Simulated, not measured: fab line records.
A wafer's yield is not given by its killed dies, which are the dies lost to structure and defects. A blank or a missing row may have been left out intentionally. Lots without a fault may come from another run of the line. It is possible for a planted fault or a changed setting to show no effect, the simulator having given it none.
Chamber matching / flow nand_harc / cmp-04 running NHARC_P_STI_CMP_21: 4 sister chambers
The step polishes, t overpolish 20 s, target thk 380.67 nm. 8 wafers are shown with their chamber, then 12 later ones without.

EACH WAFER AND ITS CHAMBER
wafer=L087.1; chamber=1; motor_current_A (A)=12.7; slurry_flow_ml_min=149.8
wafer=L087.3; chamber=0; motor_current_A (A)=11.6; slurry_flow_ml_min=149.3
wafer=L091.1; chamber=1; motor_current_A (A)=12.5; slurry_flow_ml_min=150.4
wafer=L093.3; chamber=0; motor_current_A (A)=11.1; slurry_flow_ml_min=149.8
wafer=L093.5; chamber=3; motor_current_A (A)=12.5; slurry_flow_ml_min=150.5
wafer=L094.3; chamber=3; motor_current_A (A)=12.5; slurry_flow_ml_min=150.5
wafer=L094.4; chamber=2; motor_current_A (A)=12.5; slurry_flow_ml_min=150.6
wafer=L094.6; chamber=2; motor_current_A (A)=11.6; slurry_flow_ml_min=150.0

WAFERS WHOSE CHAMBER IS MISSING
wafer=L095.1; motor_current_A (A)=12.8; slurry_flow_ml_min=150.1
wafer=L095.4; motor_current_A (A)=12.1; slurry_flow_ml_min=149.9
wafer=L095.5; motor_current_A (A)=12.2; slurry_flow_ml_min=149.9
wafer=L095.2; motor_current_A (A)=10.3; slurry_flow_ml_min=149.4
wafer=L095.3; motor_current_A (A)=12.3; slurry_flow_ml_min=149.0
wafer=L095.6; motor_current_A (A)=11.0; slurry_flow_ml_min=149.1
wafer=L097.1; motor_current_A (A)=11.9; slurry_flow_ml_min=150.7
wafer=L097.2; motor_current_A (A)=10.9; slurry_flow_ml_min=150.3
wafer=L097.5; motor_current_A (A)=12.3; slurry_flow_ml_min=151.0
wafer=L097.3; motor_current_A (A)=12.2; slurry_flow_ml_min=150.0
wafer=L097.4; motor_current_A (A)=12.5; slurry_flow_ml_min=150.0
wafer=L097.6; motor_current_A (A)=10.8; slurry_flow_ml_min=149.9

WHICH CHAMBER EACH WENT THROUGH
wafer=L095.1; from the rows above=can't be placed: 1 or 3 or 2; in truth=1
wafer=L095.4; from the rows above=can't be placed: 2 or 1 or 3 or 0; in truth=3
wafer=L095.5; from the rows above=can't be placed: 2 or 1 or 3 or 0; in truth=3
wafer=L095.2; from the rows above=0; in truth=0
wafer=L095.3; from the rows above=can't be placed: 0 or 1 or 2 or 3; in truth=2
wafer=L095.6; from the rows above=0; in truth=0
wafer=L097.1; from the rows above=can't be placed: 2 or 3 or 1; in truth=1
wafer=L097.2; from the rows above=can't be placed: 0 or 2 or 3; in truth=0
wafer=L097.5; from the rows above=can't be placed: 3 or 2 or 1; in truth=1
wafer=L097.3; from the rows above=can't be placed: 2 or 1 or 3 or 0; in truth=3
wafer=L097.4; from the rows above=can't be placed: 1 or 3 or 2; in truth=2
wafer=L097.6; from the rows above=can't be placed: 0 or 2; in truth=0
Correct placement for 2 of the 12. Can't be placed from these rows: 10 (the true chamber is among the candidates in 10). 0 placed wrongly.
How it was worked out, from the rows above alone: a wafer's distance from a chamber is the root of the sum, over the readings, of the square of ((its reading less the chamber's mean) divided by the reading's scatter). The wafer belongs to the nearest chamber; if the next one is less than 2 further off, it can't be placed. For every chamber, the mean is computed from those of its wafers that are shown. The scatter is the square root of a quotient: the sum, over the shown wafers, of each reading's squared deviation from its chamber's mean, divided by wafers minus chambers.
